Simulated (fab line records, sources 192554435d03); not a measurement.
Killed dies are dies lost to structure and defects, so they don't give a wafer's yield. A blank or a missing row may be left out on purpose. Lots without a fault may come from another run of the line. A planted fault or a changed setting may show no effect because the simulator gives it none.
Chamber matching | flow n5_finfet | N5_PMOS_HMC_CHANNEL_EPI_HM_OPEN_15 on rie_diel-05: 4 sister chambers
The step chemistry CHF3/O2, target SiO2, target depth 40.6 nm, time 20.3 s. 24 wafers are shown with their chamber, then 12 later ones without.

WAFERS WITH THEIR CHAMBER
wafer  | chamber | showerhead_plenum_p_Torr (Torr) | drypump_motor_current_A (A) | throttle_valve_pct (%)
L074.2 | 3       | 2.41                            | 5.4                         | 18.78
L074.3 | 1       | 2.57                            | 5.3                         | 18.59
L074.4 | 2       | 2.55                            | 5.4                         | 18.64
L076.2 | 0       | 2.37                            | 6.3                         | 19.03
L076.4 | 1       | 2.56                            | 5.3                         | 18.61
L076.5 | 1       | 2.56                            | 5.3                         | 18.62
L077.3 | 0       | 2.37                            | 6.3                         | 19.01
L077.5 | 1       | 2.56                            | 5.3                         | 18.62
L077.6 | 2       | 2.55                            | 5.4                         | 18.69
L080.2 | 3       | 2.40                            | 5.3                         | 18.78
L080.5 | 2       | 2.55                            | 5.4                         | 18.67
L080.6 | 3       | 2.40                            | 5.3                         | 18.78
L081.1 | 0       | 2.37                            | 6.3                         | 19.03
L081.2 | 3       | 2.40                            | 5.3                         | 18.79
L081.3 | 2       | 2.55                            | 5.4                         | 18.68
L083.2 | 0       | 2.37                            | 6.3                         | 19.03
L083.5 | 1       | 2.56                            | 5.3                         | 18.61
L083.6 | 0       | 2.37                            | 6.3                         | 19.05
L084.1 | 0       | 2.37                            | 6.2                         | 19.03
L084.3 | 3       | 2.40                            | 5.3                         | 18.80
L084.6 | 3       | 2.40                            | 5.3                         | 18.81
L089.1 | 3       | 2.39                            | 5.3                         | 18.80
L089.2 | 1       | 2.56                            | 5.3                         | 18.63
L089.4 | 0       | 2.36                            | 6.3                         | 19.07

SIGNATURES (means of the wafers above)
reading                  | chamber 0 | chamber 1 | chamber 2 | chamber 3 | scatter within a chamber
showerhead_plenum_p_Torr | 2.3686    | 2.5617    | 2.5500    | 2.4000    | 0.0043
drypump_motor_current_A  | 6.286     | 5.300     | 5.400     | 5.314     | 0.0293
throttle_valve_pct       | 19.0357   | 18.6133   | 18.6700   | 18.7914   | 0.0164
Rule: a wafer's distance from a chamber is the root of the sum, over the readings, of the square of ((its reading less the chamber's mean) divided by the reading's scatter). The wafer belongs to the nearest chamber; if the next one is less than 2 further off, it can't be placed. The scatter: the root of (the sum of the squares of (reading less its chamber's mean) over the shown wafers, divided by (wafers less chambers)).

WAFERS WITHOUT THEIR CHAMBER
wafer  | showerhead_plenum_p_Torr (Torr) | drypump_motor_current_A (A) | throttle_valve_pct (%)
L091.3 | 2.36                            | 6.3                         | 19.06
L091.4 | 2.39                            | 5.3                         | 18.82
L091.6 | 2.54                            | 5.4                         | 18.71
L092.4 | 2.39                            | 5.3                         | 18.82
L092.5 | 2.39                            | 5.3                         | 18.82
L092.6 | 2.54                            | 5.4                         | 18.72
L095.1 | 2.39                            | 5.3                         | 18.84
L095.2 | 2.54                            | 5.4                         | 18.73
L095.3 | 2.55                            | 5.3                         | 18.66
L096.1 | 2.54                            | 5.4                         | 18.74
L096.3 | 2.39                            | 5.4                         | 18.84
L096.4 | 2.55                            | 5.4                         | 18.67

WHICH CHAMBER EACH WENT THROUGH
wafer  | from the rows above     | in truth
L091.3 | 0                       | 0
L091.4 | 3                       | 3
L091.6 | 2                       | 2
L092.4 | 3                       | 3
L092.5 | 3                       | 3
L092.6 | 2                       | 2
L095.1 | 3                       | 3
L095.2 | 2                       | 2
L095.3 | can't be placed: 2 or 1 | 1
L096.1 | 2                       | 2
L096.3 | 3                       | 3
L096.4 | 2                       | 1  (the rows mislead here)
Placed correctly: 10 of 12. Can't be placed from these rows: 1 (the true chamber is among the candidates in 1). Placed wrongly: 1.
